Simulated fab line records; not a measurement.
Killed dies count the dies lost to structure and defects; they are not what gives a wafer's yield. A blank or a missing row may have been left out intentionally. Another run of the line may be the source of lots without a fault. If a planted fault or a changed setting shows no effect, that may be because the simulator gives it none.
Matching of chambers || flow n5_finfet || rie_diel-03 running N5_MOL_CONTACT_COAG_ETCH_110: 4 sister chambers
The step etches Si in CF4/O2, target depth 2.5 nm, time 8 s. 4 wafers are shown with their chamber, then 6 later ones without.

== WAFERS WITH THEIR CHAMBER ==
{"wafer": "L655.3", "chamber": 3, "showerhead_plenum_p_Torr (Torr)": 2.34}
{"wafer": "L656.1", "chamber": 2, "showerhead_plenum_p_Torr (Torr)": 2.20}
{"wafer": "L656.2", "chamber": 0, "showerhead_plenum_p_Torr (Torr)": 2.11}
{"wafer": "L656.3", "chamber": 1, "showerhead_plenum_p_Torr (Torr)": 2.27}

== WAFERS MISSING THEIR CHAMBER ==
{"wafer": "L658.2", "showerhead_plenum_p_Torr (Torr)": 2.33}
{"wafer": "L658.3", "showerhead_plenum_p_Torr (Torr)": 2.11}
{"wafer": "L658.6", "showerhead_plenum_p_Torr (Torr)": 2.33}
{"wafer": "L660.2", "showerhead_plenum_p_Torr (Torr)": 2.27}
{"wafer": "L660.5", "showerhead_plenum_p_Torr (Torr)": 2.27}
{"wafer": "L660.6", "showerhead_plenum_p_Torr (Torr)": 2.33}

== EACH ONE'S CHAMBER ==
{"wafer": "L658.2", "from the rows above": 3, "in truth": 3}
{"wafer": "L658.3", "from the rows above": 0, "in truth": 0}
{"wafer": "L658.6", "from the rows above": 3, "in truth": 3}
{"wafer": "L660.2", "from the rows above": 1, "in truth": 1}
{"wafer": "L660.5", "from the rows above": 1, "in truth": 1}
{"wafer": "L660.6", "from the rows above": 3, "in truth": 3}
Correctly placed: 6 of 6. Can't be placed from these rows: 0. 0 placed wrongly.
How it was worked out, from the rows above alone: a wafer's distance from a chamber is the root of the sum, over the readings, of the square of ((its reading less the chamber's mean) divided by the reading's scatter). If the next closest chamber is less than 2 further off than the closest, the wafer can't be placed; otherwise it belongs to the closest. A chamber's mean is the mean of its shown wafers. The scatter: root of mean squared gap, hidden wafer to nearest shown wafer, with one shown wafer a chamber.
